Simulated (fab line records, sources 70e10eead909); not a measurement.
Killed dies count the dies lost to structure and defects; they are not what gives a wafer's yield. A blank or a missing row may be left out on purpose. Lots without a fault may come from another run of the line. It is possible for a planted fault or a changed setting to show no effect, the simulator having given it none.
A lot that was struck, set against a sound lot :: flow nand-harc :: 12 out of 1302 route steps
Sound: these wafers, L975.1, L975.3, L975.4. Wafers L966.1, L966.3, L966.4 were the ones struck. The cause comes at the end.
At each step with rows: each side's tool, then ch and its chambers, then its first start. Under that, the readings that differ: sound wafers :: struck wafers :: difference of the means :: sigmas: that difference in standard deviations of wafers without a fault.
alike: readings with means less than 2 such deviations apart, plus words and numbers identical on both sides. not compared: withheld readings, readings lacking a value on some wafer, bounds such as >300 that could conceal the same value, and numbers that have no deviation in the record and whose values overlap.
The two part at a step that has a row with sigmas, a row that says differs or no value, or rows on one side only. Numbers that have no deviation but don't overlap get no sigmas and don't part them. Lack of a reading on every wafer of one side parts them only where that side has two or more wafers.

first, 1 step without rows for these wafers: NHARC_A_CHANNEL_FILL_D2_ANNEAL_22 (time 7200 s).
NHARC_A_CHANNEL_FILL_D2_ALD_25: deposits SiOx, target thk 60 nm, pulse time 10 s, ald cycles 600.
  sound on ald-hk-04 ch 0,2,3, day 21 00:53; struck on ald-hk-04 ch 0,1,2, day 16 22:44
  alike: heater-power-w, precursor-pulse-height-rel
NHARC_A_CHANNEL_FILL_D2_ETCHBACK_08: etches the open film in C4F8, target depth 220 nm, time 110 s.
  sound: rie-diel-04 ch 0,1,3; struck: rie-diel-04 ch 0,1,2
reading: oes-product-au (a.u.)
sound: 0.92 0.91 0.91
struck: 1.00 0.98 1.01
difference: +0.08
sigmas: +2

reading: rf-hours-counter-h (h)
sound: 22 23 24
struck: 2 2 2
difference: -21
sigmas: 
  alike: chamber-pressure-mTorr, rf-vpp-V
NHARC_A_CHANNEL_FILL_D2_STRIP_29: strips in O2, time 20 s.
  sound: rie-diel-04 ch 0,1,2; struck: rie-diel-04 ch 0,1,2
reading: rf-hours-counter-h (h)
sound: 24 18 23
struck: 2 2 2
difference: -20
sigmas: 
  alike: chamber-pressure-mTorr, drypump-motor-current-A, o2-flow-sccm, oes-product-au, rf-vpp-V, showerhead-plenum-p-Torr, throttle-valve-pct
then, 3 steps without rows for these wafers: NHARC_A_CHANNEL_FILL_D2_PRECLEAN_30 (cleans in dHF, time 30 s); NHARC_A_CHANNEL_FILL_D2_SRD_31; NHARC_A_CHANNEL_FILL_D2_CVD_09 (deposits poly-Si, target thk 150 nm, time 3000 s).
NHARC_A_CHANNEL_FILL_D2_CMP_10: polishes, target thk 150 nm.
  sound on cmp-02 ch 1,2,3, day 21 11:35; struck on cmp-03 ch 0,1,2, day 17 11:13
  alike: edge-zone-pressure-frac, motor-current-A, time-to-endpoint-s
after that, 1 step had no rows for these wafers: NHARC_A_CHANNEL_FILL_D2_SRD_12.
NHARC_A_CHANNEL_FILL_D2_RTA_24: time 5 s.
  sound on rtp-anneal-02 ch 0, day 21 12:00; struck on rtp-anneal-01 ch 0, day 17 11:59
reading: lamp_zone_4_pct (%)
sound: 29.5 29.5 29.5
struck: 30.9 31.0 30.9
difference: +1.4
sigmas: +2

reading: lamp_zone_7_pct (%)
sound: 30.0 30.0 30.0
struck: 31.5 31.4 31.5
difference: +1.5
sigmas: +2
  alike: lamp-power-pct, wafer_temp_C_max
NHARC_A_CHANNEL_FILL_D2_INSPECT_13:
  sound: defect-inspect-01 at day 21 12:12; struck: defect-inspect-01 at day 17 12:10
  alike: raw-defect-count
-- break in the record here, with 10 days between the starts of the struck wafers on either side (left off in module A_CHANNEL_FILL_D2, picked up again in module END, where the first step shown is number 1302 on the route) --
NHARC_END_SORT_01:
  sound on prober-02 ch 0, day 30 04:10; struck on prober-01 ch 0, day 27 15:43
reading: killed-open
sound: 1 1 4
struck: 4 13 3
difference: +5
sigmas: +2
  alike: killed-at-array, killed-at-other, killed-at-periphery, killed-dies, killed-short

WHERE THEY PART
Last at NHARC_END_SORT_01 as far as this record goes, first at NHARC_A_CHANNEL_FILL_D2_ETCHBACK_08.

WHY: whatever the simulator had introduced
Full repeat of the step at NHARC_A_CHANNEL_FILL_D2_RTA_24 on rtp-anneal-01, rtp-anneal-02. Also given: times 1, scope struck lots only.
